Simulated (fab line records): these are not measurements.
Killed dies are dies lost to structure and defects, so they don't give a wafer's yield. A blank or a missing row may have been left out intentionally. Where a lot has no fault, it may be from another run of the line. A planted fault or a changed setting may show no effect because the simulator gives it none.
fab line records | flow n5-finfet
record lots=6 wafers=18 last-day=18
route steps=1938 shown BEOL_M6@1194
lots untouched by any fault: they come from a run of this same line in which no faults occurred
start-h: the number of hours between the record's first day and the start of the first shown wafer of the lot | wait-h: hours since the lot's step before | " repeats the value in the row above | L1.1+2: several wafers, shown together as one row | - either no value or no given start | * or withheld: withheld | < > ~ a bound
route shown NAME@n: names a module that has steps shown in the file, with the first one's number in the route | usual: mean and standard deviation over wafers with no fault | same: alike in all rows | chamber/n: place in a boat | sites: readings site by site | _std_site: their standard deviation | _edge_site: mean of outer sites minus mean of inner sites | radius-mm: for every site, how far away it sits from the centre of the wafer | mask NAME#n: copy n | behind: tool/chamber where the wafer was last shaped | hold: reason for holding the lot/hours on hold/outcome of the hold | device: which transistor (n, p or np) failed to switch | end of line: the route-end tests of the same wafers | a step without rows: its recipe alone | killed: at the first sort, the dies lost to defects and structure; wafer yield is something else | map: the dies of a wafer, with x for killed, . for not killed, _ for no die there
set.NAME: the setting the step ran with; set.NAME@STEP: the setting that earlier step ran with | model.NAME: the simulator's own value behind a step, which no gauge read
lots at some steps of the route; a table a step, a row a wafer
services: from which hour (start-h, from the record's first day; less than 0 if before it) a tool's chamber was out of use, for how many hours, and why
## steps
# step N5_BEOL_M6_ILD_DEP_00
# recipe material=SiCOH_lowk target-thk-a=1797.5 temp-c=300 precursor=DEMS/porogen pressure-torr=5 rf-w=500 time-s=33.4
# usual heater-power-outer-w=148/25 heater-power-w=331/36 showerhead-plenum-p-Torr=5.741/0.018 susceptor-temp-C=299.97/0.19 throttle-valve-pct=13.6/0.49
# columns lot.wafer tool chamber start-h wait-h heater-power-outer-w heater-power-w showerhead-plenum-p-Torr susceptor-temp-C throttle-valve-pct
L365.3 pecvd-04 1 213.77 0.0 101 270 5.737 300.13 14.3
L365.4 " 2 " " 166 350 5.753 299.96 14.0
L365.6 " 1 " " 105 280 5.719 300.30 14.3
L375.2 pecvd-02 2 277.16 0.0 128 335 5.744 299.83 13.5
L375.3 " 1 " " 196 386 5.719 299.98 13.4
L375.6 " 1 " " 135 306 5.719 299.79 13.2
L376.2 pecvd-03 0 285.52 0.0 173 383 5.730 300.20 13.1
L376.4 " 2 " " 110 259 5.726 299.97 12.8
L376.5 " 0 " " 112 305 5.728 300.11 13.3
L381.1 pecvd-02 0 298.29 0.0 163 362 5.751 300.06 13.1
L381.3 " 1 " " 156 335 5.726 299.70 13.3
L381.6 " 0 " " 164 356 5.739 299.85 13.3
L383.2 pecvd-03 1 323.82 0.0 161 339 5.779 299.84 14.4
L383.3 " 0 " " 170 383 5.731 299.91 13.3
L383.6 " 0 " " 168 376 5.720 299.67 13.5
L385.1 pecvd-03 1 326.94 0.0 136 294 5.773 299.91 14.3
L385.2 " 2 " " 137 298 5.733 300.06 13.2
L385.3 " 0 " " 173 379 5.716 299.78 13.6
# step N5_BEOL_M6_CURE_74
# recipe temp-c=385 time-s=240 ambient=He/Ar material=SiCOH_lowk
# usual lamp-power-pct=52.31/0.054 wafer_temp_C_max=386.7/1
# columns lot.wafer tool chamber start-h wait-h lamp-power-pct wafer_temp_C_max
L365.3 uv-cure-01 0 214.00 0.2 52.31 388.0
L365.4 " 0 " " 52.35 388.1
L365.6 " 0 " " 52.28 387.7
L375.2 uv-cure-01 0 277.61 0.4 52.28 387.2
L375.3 " 0 " " 52.27 388.4
L375.6 " 0 " " 52.31 387.8
L376.2 uv-cure-01 2 285.66 0.1 52.40 386.1
L376.4 " 2 " " 52.39 385.7
L376.5 " 2 " " 52.27 385.7
L381.1 uv-cure-02 2 298.36 0.0 52.29 388.4
L381.3 " 2 " " 52.32 388.3
L381.6 " 2 " " 52.34 389.8
L383.2 uv-cure-02 2 323.97 0.1 52.31 388.1
L383.3 " 2 " " 52.31 389.1
L383.6 " 2 " " 52.39 388.0
L385.1 uv-cure-02 1 327.01 0.0 52.26 386.3
L385.2 " 1 " " 52.29 385.9
L385.3 " 1 " " 52.30 385.8
# step N5_BEOL_M6_THK_MEAS_01
# recipe reads=SiCOH_lowk_of_BEOL_M6_ILD_DEP_00
# usual M6_ILD_THK=154.8/2.1
# columns lot.wafer tool chamber start-h wait-h M6_ILD_THK[nm]
L365.3 film-metro-01 - 214.35 0.3 151.4
L365.4 " - " " 156.3
L365.6 " - " " 154.9
L375.2 film-metro-01 - 278.04 0.4 155.2
L375.3 " - " " 153.1
L375.6 " - " " 156.2
L376.2 film-metro-02 - 286.10 0.4 151.7
L376.4 " - " " 156.9
L376.5 " - " " 153.4
L381.1 film-metro-01 - 298.87 0.4 150.0
L381.3 " - " " 153.4
L381.6 " - " " 156.1
L383.2 film-metro-02 - 324.40 0.4 155.5
L383.3 " - " " 153.4
L383.6 " - " " 157.6
L385.1 film-metro-02 - 327.52 0.4 154.3
L385.2 " - " " 154.6
L385.3 " - " " 156.7
# step N5_BEOL_M6_PECVD_70
# recipe material=SiO2 target-thk-a=200 temp-c=400 precursor=TEOS/O2 pressure-torr=5.5 rf-w=450 teos-flow-sccm=53.8 gas=O2 flow-sccm=3000 time-s=22.7
# usual heater-power-outer-w=436/47 heater-power-w=761/59 showerhead-plenum-p-Torr=8.78/0.074 susceptor-temp-C=400.05/0.2 throttle-valve-pct=21.9/0.71
# columns lot.wafer tool chamber start-h wait-h heater-power-outer-w heater-power-w showerhead-plenum-p-Torr susceptor-temp-C throttle-valve-pct
L365.3 pecvd-02 1 214.39 0.0 516 820 8.69 400.37 21.1
L365.4 " 0 " " 444 772 8.76 400.00 21.6
L365.6 " 1 " " 499 811 8.67 400.42 21.4
L375.2 pecvd-02 0 278.08 0.0 523 853 8.74 400.21 21.8
L375.3 " 1 " " 500 807 8.70 400.15 21.6
L375.6 " 2 " " 430 794 8.82 400.09 22.0
L376.2 pecvd-02 1 286.13 0.0 467 769 8.69 400.12 21.6
L376.4 " 1 " " 464 783 8.72 399.73 21.5
L376.5 " 0 " " 504 836 8.77 400.20 21.7
L381.1 pecvd-04 2 298.91 0.0 481 829 8.76 399.49 23.2
L381.3 " 1 " " 353 680 8.72 400.13 23.2
L381.6 " 0 " " 389 665 8.86 400.13 23.1
L383.2 pecvd-03 2 324.44 0.0 407 693 8.75 400.03 21.0
L383.3 " 0 " " 439 781 8.75 400.32 21.5
L383.6 " 2 " " 420 707 8.75 399.99 20.8
L385.1 pecvd-03 1 327.56 0.0 371 678 8.93 399.98 23.1
L385.2 " 0 " " 405 749 8.78 399.89 21.3
L385.3 " 2 " " 409 677 8.75 400.32 20.8
# step N5_BEOL_M6_HM_DEP_02
# recipe material=TiN target-thk-a=200 temp-c=25 chamber-pressure-pa=0.49996
# usual susceptor-temp-C=25.01/0.12 throttle-valve-pct=30.2/0.96
# columns lot.wafer tool chamber start-h wait-h susceptor-temp-C throttle-valve-pct
L365.3 pvd-sputter-02 - 216.26 1.9 25.15 31.8
L365.4 " - " " 24.97 29.3
L365.6 " - " " 24.97 29.8
L375.2 pvd-sputter-01 - 280.19 2.1 25.00 29.6
L375.3 " - " " 24.84 31.3
L375.6 " - " " 25.11 30.7
L376.2 pvd-sputter-01 - 287.53 1.4 25.13 31.0
L376.4 " - " " 25.01 30.6
L376.5 " - " " 24.95 30.6
L381.1 pvd-sputter-01 - 300.61 1.7 24.99 31.1
L381.3 " - " " 25.01 29.7
L381.6 " - " " 24.90 29.5
L383.2 pvd-sputter-02 - 325.86 1.4 25.12 31.8
L383.3 " - " " 24.83 28.0
L383.6 " - " " 25.22 31.5
L385.1 pvd-sputter-03 - 330.41 2.8 25.02 30.7
L385.2 " - " " 25.09 31.4
L385.3 " - " " 25.12 29.8
# step N5_BEOL_M6_COAT_59
# recipe resist=SOC temp-c=250 time-s=60 spin-rpm=1500 resist-thk-nm=100
# step N5_BEOL_M6_COAT_60
# recipe resist=SiARC temp-c=220 time-s=60 spin-rpm=1500 resist-thk-nm=35
# step N5_BEOL_M6_COAT_05
# recipe resist=CAR-ArF spin-rpm=1500 resist-thk-nm=90
# step N5_BEOL_M6_EBR_07
# recipe solvent=PGMEA ebr-width-mm=1.5
# step N5_BEOL_M6_SOFTBAKE_06
# recipe temp-c=110 time-s=60 resist=CAR-ArF
# step N5_BEOL_M6_EXPOSE_08
# recipe mask-id=M6 na=1.35 source-shape=dipole sigma-inner=0.817 sigma-outer=0.97 polarization=te dose-mj=68.25
# step N5_BEOL_M6_PEB_09
# recipe peb-temp-c=withheld peb-time-s=60 resist=CAR-ArF
# step N5_BEOL_M6_DEVELOP_10
# recipe develop-time-s=30 developer=TMAH resist=CAR-ArF rinse-liquid=diw dry=air-spin dev-temp-c=23
# usual chill-plate-temp-C=22.99/0.11 develop-time-s=30/0
# columns lot.wafer tool chamber start-h wait-h chill-plate-temp-C develop-time-s model.CAR-ArF_of_BEOL_M6_COAT_05.thk-nm
L365.3 litho-track-03 0 216.70 - 23.02 30 88
L365.4 " 0 " " 23.10 30 88.4
L365.6 " 0 " " 23.07 30 88.2
L375.2 litho-track-04 - 280.63 - - - 90.2
L375.3 " - " " - - 90.6
L375.6 " - " " - - 90.2
L376.2 litho-track-04 - 287.84 - - - 89.8
L376.4 " - " " - - 89.8
L376.5 " - " " - - 89.8
L381.1 litho-track-03 0 301.05 - 23.00 30 88.4
L381.3 " 0 " " 22.97 30 88.4
L381.6 " 0 " " 22.80 30 88.2
L383.2 litho-track-04 0 326.17 - 22.99 30 88.4
L383.3 " 0 " " 22.76 30 88.6
L383.6 " 0 " " 23.05 30 88.4
L385.1 litho-track-02 0 330.86 - 22.83 30 88.2
L385.2 " 0 " " 22.89 30 88.4
L385.3 " 0 " " 22.83 30 88.2
# step N5_BEOL_M6_CD_MEAS_11
# recipe target-cd-nm=38.5 landing-energy-ev=500 detector=se-inlens polarity=opening
# usual cd-nm=38.5/0.54
# columns lot.wafer tool chamber start-h wait-h cd-nm
L365.3 cd-sem-02 0 216.76 - 37.5
L365.4 " 0 " " 38.6
L365.6 " 0 " " 39.0
L375.2 cd-sem-02 0 280.69 - -
L375.3 " 0 " " -
L375.6 " 0 " " -
L376.2 cd-sem-01 0 287.90 - -
L376.4 " 0 " " -
L376.5 " 0 " " -
L381.1 cd-sem-03 0 301.10 - 38.4
L381.3 " 0 " " 38.2
L381.6 " 0 " " 37.5
L383.2 cd-sem-02 0 326.23 - 38.5
L383.3 " 0 " " 38.4
L383.6 " 0 " " 38.8
L385.1 cd-sem-03 0 330.92 - 38.4
L385.2 " 0 " " 38.4
L385.3 " 0 " " 38.0
## services
# columns tool chamber start-h hours kind
pecvd-03 2 202.38 - clean
pecvd-03 2 202.38 - consumable-replace:showerhead
pecvd-03 2 202.38 29.0 scheduled-down
pecvd-03 2 202.38 29.0 vent-cycle
pecvd-04 - 227.99 28.1 pm
pecvd-03 1 252.32 5.5 scheduled-down
uv-cure-02 - 271.68 7.5 pm
pecvd-04 - 272.95 0.7 repair
pvd-sputter-02 - 305.59 2.2 repair
pecvd-03 0 307.67 5.5 scheduled-down
pecvd-02 1 313.98 5.0 scheduled-down
pecvd-04 2 320.66 16.5 scheduled-down
pvd-sputter-01 - 326.95 3.2 repair
uv-cure-01 - 327.76 7.5 pm
## key
first-sign step=N5_BEOL_M6_DEVELOP_10 reading=tool-record direction=missing
effect none on later readings
model-effect step=N5_BEOL_M6_DEVELOP_10 value=CAR-ArF_of_BEOL_M6_COAT_05.thk-nm without=88.33 struck=90.07
met-at N5_BEOL_M6_DEVELOP_10
struck-wafers L375.2,L375.3,L375.6,L376.2,L376.4,L376.5
later-rows-left-out L375.2,L375.3,L375.6,L376.2,L376.4,L376.5
sort-left-out L375.2,L375.3,L375.6,L376.2,L376.4,L376.5
fault kind=skipped-step-whole tool=litho-track-04 chamber=- onset-h=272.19 steps=N5_BEOL_M6_DEVELOP_10 scope=struck-lots-only
# sort-left-out: the simulated sort isn't trusted on such a fault, so these wafers' sort isn't shown, and their yield isn't known
# later-rows-left-out: the simulator's readings of these wafers behind a module that went badly wrong aren't trusted and aren't shown, but for the sort
